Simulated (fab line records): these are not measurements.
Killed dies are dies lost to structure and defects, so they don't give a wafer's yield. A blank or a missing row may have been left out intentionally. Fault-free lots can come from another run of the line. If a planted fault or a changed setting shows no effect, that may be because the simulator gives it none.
Matching of chambers | flow n5-finfet | N5_BEOL_M9_DESCUM_16 on rie-diel-01 has 4 sister chambers
The step chemistry O2, time 7.9 s. 8 wafers are shown with their chamber, then 9 later ones without.

== WAFERS PAIRED WITH THEIR CHAMBERS ==
wafer  | chamber | drypump-motor-current-A (A) | showerhead-plenum-p-Torr (Torr)
L077.1 | 2       | 5.2                         | 2.02
L089.1 | 3       | 5.6                         | 2.16
L089.6 | 2       | 5.2                         | 2.01
L091.2 | 3       | 5.6                         | 2.16
L091.5 | 0       | 4.9                         | 2.05
L093.1 | 1       | 5.8                         | 2.01
L093.2 | 0       | 5.0                         | 2.05
L093.6 | 1       | 5.7                         | 2.02

== WAFERS MISSING THEIR CHAMBER ==
wafer  | drypump-motor-current-A (A) | showerhead-plenum-p-Torr (Torr)
L094.1 | 5.6                         | 2.16
L094.4 | 5.8                         | 2.01
L094.5 | 5.2                         | 2.01
L095.1 | 5.2                         | 2.01
L095.3 | 5.6                         | 2.15
L095.4 | 5.0                         | 2.05
L097.2 | 5.0                         | 2.05
L097.3 | 5.8                         | 2.01
L097.5 | 5.2                         | 2.00

== WHICH CHAMBER EACH ONE RAN IN ==
wafer  | from the rows above | in truth
L094.1 | 3                   | 3
L094.4 | 1                   | 1
L094.5 | 2                   | 2
L095.1 | 2                   | 2
L095.3 | 3                   | 3
L095.4 | 0                   | 0
L097.2 | 0                   | 0
L097.3 | 1                   | 1
L097.5 | 2                   | 2
Correctly placed: 9 of 9. Can't be placed from these rows: 0. Placed wrongly: 0.
How it was worked out, from the rows above alone: a wafer's distance from a chamber is the root of the sum, over the readings, of the square of ((its reading less the chamber's mean) divided by the reading's scatter). The wafer belongs to the nearest chamber; if the next one is less than 2 further off, it can't be placed. A chamber's mean is the mean of its shown wafers. The scatter: the root of (the sum of the squares of (reading less its chamber's mean) over the shown wafers, divided by (wafers less chambers)).
